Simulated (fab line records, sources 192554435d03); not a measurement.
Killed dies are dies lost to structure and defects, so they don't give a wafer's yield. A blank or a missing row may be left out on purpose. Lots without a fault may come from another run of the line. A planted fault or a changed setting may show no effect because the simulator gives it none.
Chamber matching | flow n5_finfet | N5_FIN_CUT_CUT_ETCH_28 on rie_si-03: 4 sister chambers
The step etches Si in HBr/Cl2/O2, target depth 6 nm, time 2.4 s. 4 wafers are shown with their chamber, then 9 later ones without.

WAFERS WITH THEIR CHAMBER
wafer  | chamber | drypump_motor_current_A (A)
L081.5 | 2       | 5.8
L082.2 | 1       | 6.5
L082.5 | 0       | 5.0
L082.6 | 3       | 5.3

WAFERS WITHOUT THEIR CHAMBER
wafer  | drypump_motor_current_A (A)
L084.2 | 5.8
L084.4 | 5.8
L084.5 | 6.4
L088.3 | 5.0
L088.5 | 5.3
L088.6 | 5.0
L089.2 | 5.8
L089.4 | 5.1
L089.6 | 5.1

WHICH CHAMBER EACH WENT THROUGH
wafer  | from the rows above     | in truth
L084.2 | 2                       | 2
L084.4 | 2                       | 2
L084.5 | 1                       | 1
L088.3 | 0                       | 0
L088.5 | 3                       | 3
L088.6 | 0                       | 0
L089.2 | 2                       | 2
L089.4 | can't be placed: 0 or 3 | 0
L089.6 | can't be placed: 0 or 3 | 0
Placed correctly: 7 of 9. Can't be placed from these rows: 2 (the true chamber is among the candidates in 2). Placed wrongly: 0.
How it was worked out, from the rows above alone: a wafer's distance from a chamber is the root of the sum, over the readings, of the square of ((its reading less the chamber's mean) divided by the reading's scatter). The wafer belongs to the nearest chamber; if the next one is less than 2 further off, it can't be placed. A chamber's mean is the mean of its shown wafers. The scatter: with one shown wafer a chamber, the root of the mean of the squares of how far each hidden wafer lies from its nearest shown one.
